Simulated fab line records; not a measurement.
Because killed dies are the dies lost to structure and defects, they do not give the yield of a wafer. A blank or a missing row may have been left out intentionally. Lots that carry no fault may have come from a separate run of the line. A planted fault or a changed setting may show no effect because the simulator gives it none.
The tool behind it: which one? -- flow nand-harc -- 13 lots, 39 wafers sampled, at 5 steps of a route of 1159

WHAT EACH GAUGE READ, for each wafer
NHARC_A_CONTACT_OVL_MEAS_43. Usual: overlay-x-nm -0.1 nm, standard deviation 0.87; overlay-y-nm -0.2 nm, standard deviation 0.89.
lot,measured,on,overlay-x-nm (nm),overlay-y-nm (nm),flag
L219,day 16 16:11,overlay-01,0.7 1.5 1.0,-0.2 0.2 0.0,
L220,day 16 23:26,overlay-01,-0.9 -1.5 -0.9,0.3 0.6 0.2,
L222,day 17 16:52,overlay-01,-1.4 -1.1 -1.5,1.3 0.9 0.8,
L223,day 17 22:32,overlay-02,-1.1 0.0 -0.6,-1.9 -1.8 -1.3,
L225,day 18 14:07,overlay-01,0.5 0.1 0.6,-0.1 0.3 0.7,
L230,day 19 16:58,overlay-01,0.3 0.2 -0.2,-0.4 -1.3 -0.5,
L233,day 20 03:54,overlay-02,-1.5 -2.0 -1.3,-0.6 -0.5 -0.4,
L234,day 20 20:39,overlay-01,0.3 0.3 0.1,0.1 0.6 0.4,
L238,day 21 05:45,overlay-02,-0.5 -0.5 -1.3,0.0 -0.3 0.0,
L236,day 21 12:46,overlay-01,-0.8 -0.4 -0.3,-0.4 -0.5 -0.3,
L237,day 21 14:22,overlay-02,0.8 0.8 0.8,-2.2 -2.0 -2.0,
L235,day 21 17:49,overlay-02,0.6 0.6 0.5,-1.9 -2.2 -1.9,
L239,day 22 01:57,overlay-02,-0.5 -0.1 0.3,1.2 0.7 0.9,

NHARC_END_SORT_01. Usual: killed-at-array 26, standard deviation 9.6; killed-at-other 0.7, standard deviation 0.92; killed-at-periphery 3.8, standard deviation 2.7; killed-dies 31, standard deviation 10; killed-open 3.3, standard deviation 1.7; killed-short 1.8, standard deviation 1.3.
lot,measured,on,killed-at-array,killed-at-other,killed-at-periphery,killed-dies,killed-open,killed-short,flag
L230,day 22 18:03,prober-02,676 676 672,0 0 1,1 1 4,677 677 677,5 4 8,0 0 1,OFF
L233,day 23 16:43,prober-01,658 664 666,1 1 2,18 12 9,677 677 677,5 1 2,1 1 4,OFF

WHAT TOOL EACH LOT RAN ON (gives the tool, then ch and the chambers of the sampled wafers, and finally the start)
lot,NHARC_A_CONTACT_ETCH_111,NHARC_A_CONTACT_ETCH_117,NHARC_A_CONTACT_ETCH_121
L219,"har-cap-etch-03 ch 0,1, day 16 17:33","har-cap-etch-03 ch 0,1, day 16 18:13","har-cap-etch-03 ch 0,1, day 16 18:34"
L220,"har-cap-etch-02 ch 0,1, day 17 00:58","har-cap-etch-02 ch 0,1, day 17 01:50","har-cap-etch-02 ch 0,1, day 17 02:19"
L222,"har-cap-etch-03 ch 0,1, day 17 18:34","har-cap-etch-03 ch 0,1, day 17 19:10","har-cap-etch-03 ch 0,1, day 17 19:32"
L223,"har-cap-etch-02 ch 0,1, day 17 23:58","har-cap-etch-02 ch 0,1, day 18 01:08","har-cap-etch-02 ch 0,1, day 18 01:46"
L225,"har-cap-etch-01 ch 0,1, day 18 15:47","har-cap-etch-01 ch 0,1, day 18 16:25","har-cap-etch-01 ch 0,1, day 18 16:47"
L230,"har-cap-etch-01 ch 0,1, day 19 18:27","har-cap-etch-01 ch 0,1, day 19 19:05","har-cap-etch-01 ch 0,1, day 19 19:27"
L233,"har-cap-etch-01 ch 0,1, day 20 05:15","har-cap-etch-01 ch 0,1, day 20 05:53","har-cap-etch-01 ch 0,1, day 20 06:16"
L234,"har-cap-etch-02 ch 0, day 20 22:01","har-cap-etch-02 ch 0, day 20 22:40","har-cap-etch-02 ch 0, day 20 23:02"
L238,"har-cap-etch-02 ch 0,1, day 21 07:08","har-cap-etch-02 ch 0,1, day 21 07:46","har-cap-etch-02 ch 0,1, day 21 08:08"
L236,"har-cap-etch-01 ch 0,1, day 21 14:34","har-cap-etch-01 ch 0,1, day 21 15:11","har-cap-etch-01 ch 0,1, day 21 15:33"
L237,"har-cap-etch-03 ch 0,1, day 21 15:50","har-cap-etch-03 ch 0,1, day 21 16:34","har-cap-etch-03 ch 0,1, day 21 17:04"
L235,"har-cap-etch-01 ch 0,1, day 21 19:19","har-cap-etch-01 ch 0,1, day 21 19:59","har-cap-etch-01 ch 0,1, day 21 20:20"
L239,"har-cap-etch-02 ch 0,1, day 22 03:34","har-cap-etch-02 ch 0,1, day 22 04:13","har-cap-etch-02 ch 0,1, day 22 04:35"
- NHARC_A_CONTACT_ETCH_111: etches the open film in C4F8/O2/Ar, time 140 s, target depth 700 nm.
- NHARC_A_CONTACT_ETCH_117: etches the open film in C4F8/O2/Ar, time 94 s, target depth 922 nm.
- NHARC_A_CONTACT_ETCH_121: etches the open film in C4F8/O2/Ar, time 94 s, target depth 922 nm.

AS READ BY THE TOOLS THEMSELVES (means over the sampled wafers that have a number; for cases with no such wafer, the mark the record gives instead)
NHARC_A_CONTACT_ETCH_111. Usual: chamber-pressure-mTorr 20.000 mTorr, standard deviation 0.018; oes-air-line-au 1.001 a.u., standard deviation 0.019.
lot,tool,chamber-pressure-mTorr (mTorr),oes-air-line-au (a.u.),flag
L219,har-cap-etch-03,20.017,0.981,
L220,har-cap-etch-02,20.000,1.002,
L222,har-cap-etch-03,19.984,0.998,
L223,har-cap-etch-02,20.007,1.006,
L225,har-cap-etch-01,20.000,1.003,
L230,har-cap-etch-01,19.994,1.004,
L233,har-cap-etch-01,20.020,1.003,
L234,har-cap-etch-02,19.995,1.007,
L238,har-cap-etch-02,20.001,0.991,
L236,har-cap-etch-01,20.000,1.008,
L237,har-cap-etch-03,19.983,1.011,
L235,har-cap-etch-01,20.010,0.999,
L239,har-cap-etch-02,19.986,1.018,

NHARC_A_CONTACT_ETCH_117. Usual: chamber-pressure-mTorr 19.998 mTorr, standard deviation 0.016; oes-air-line-au 1.000 a.u., standard deviation 0.022.
lot,tool,chamber-pressure-mTorr (mTorr),oes-air-line-au (a.u.),flag
L219,har-cap-etch-03,19.989,1.018,
L220,har-cap-etch-02,19.996,0.985,
L222,har-cap-etch-03,19.994,0.971,
L223,har-cap-etch-02,20.001,1.011,
L225,har-cap-etch-01,20.003,1.006,
L230,har-cap-etch-01,-,-,OFF
L233,har-cap-etch-01,-,-,OFF
L234,har-cap-etch-02,19.998,1.025,
L238,har-cap-etch-02,19.988,1.000,
L236,har-cap-etch-01,19.984,1.014,
L237,har-cap-etch-03,20.002,1.004,
L235,har-cap-etch-01,20.009,0.979,
L239,har-cap-etch-02,20.003,0.986,

NHARC_A_CONTACT_ETCH_121. Usual: chamber-pressure-mTorr 20.000 mTorr, standard deviation 0.02; oes-air-line-au 1.001 a.u., standard deviation 0.018.
lot,tool,chamber-pressure-mTorr (mTorr),oes-air-line-au (a.u.),flag
L219,har-cap-etch-03,20.013,1.003,
L220,har-cap-etch-02,20.005,1.005,
L222,har-cap-etch-03,20.013,1.011,
L223,har-cap-etch-02,19.990,1.009,
L225,har-cap-etch-01,20.000,1.023,
L230,har-cap-etch-01,20.019,0.992,
L233,har-cap-etch-01,20.006,0.990,
L234,har-cap-etch-02,20.001,0.989,
L238,har-cap-etch-02,20.006,1.005,
L236,har-cap-etch-01,20.004,0.992,
L237,har-cap-etch-03,19.990,0.999,
L235,har-cap-etch-01,20.002,0.992,
L239,har-cap-etch-02,19.991,0.999,

THE ANSWER, worked out from the rows above alone
Rule: a lot is off if the mean of its wafers that have a number lies more than 3 standard deviations from the usual mean. Also off: a lot with no number at a reading for which 4 or more lots have one. All remaining lots with rows at the step are treated as sound. Order of review: gauges by route order, followed by the tools' own readings, for which a lot's mean as printed above is used. The first step at which some lot is off is used, and at that step the reading that is off furthest; a lot without a number counts as furthest.
Off, at NHARC_END_SORT_01 on killed-at-array: L230, L233. Neither off nor sound, because the step has no rows for them: L219, L220, L222, L223, L225, L234, L238, L236, L237, L235, L239.
A tool fits if, at a process step before that reading, it ran every lot that is off, and no sound lot after the first of them. The gauges at NHARC_END_SORT_01 aren't tried: what is off there is off at NHARC_A_CONTACT_ETCH_117 too, on other tools, and a gauge's error can't cause that. One fits: NHARC_A_CONTACT_ETCH_111 and NHARC_A_CONTACT_ETCH_117 and NHARC_A_CONTACT_ETCH_121 on har-cap-etch-01. It ran no sound lot before its first lot that is off in this sample, so the start can't be narrowed down.

WHAT THE SIMULATOR HAD INSERTED
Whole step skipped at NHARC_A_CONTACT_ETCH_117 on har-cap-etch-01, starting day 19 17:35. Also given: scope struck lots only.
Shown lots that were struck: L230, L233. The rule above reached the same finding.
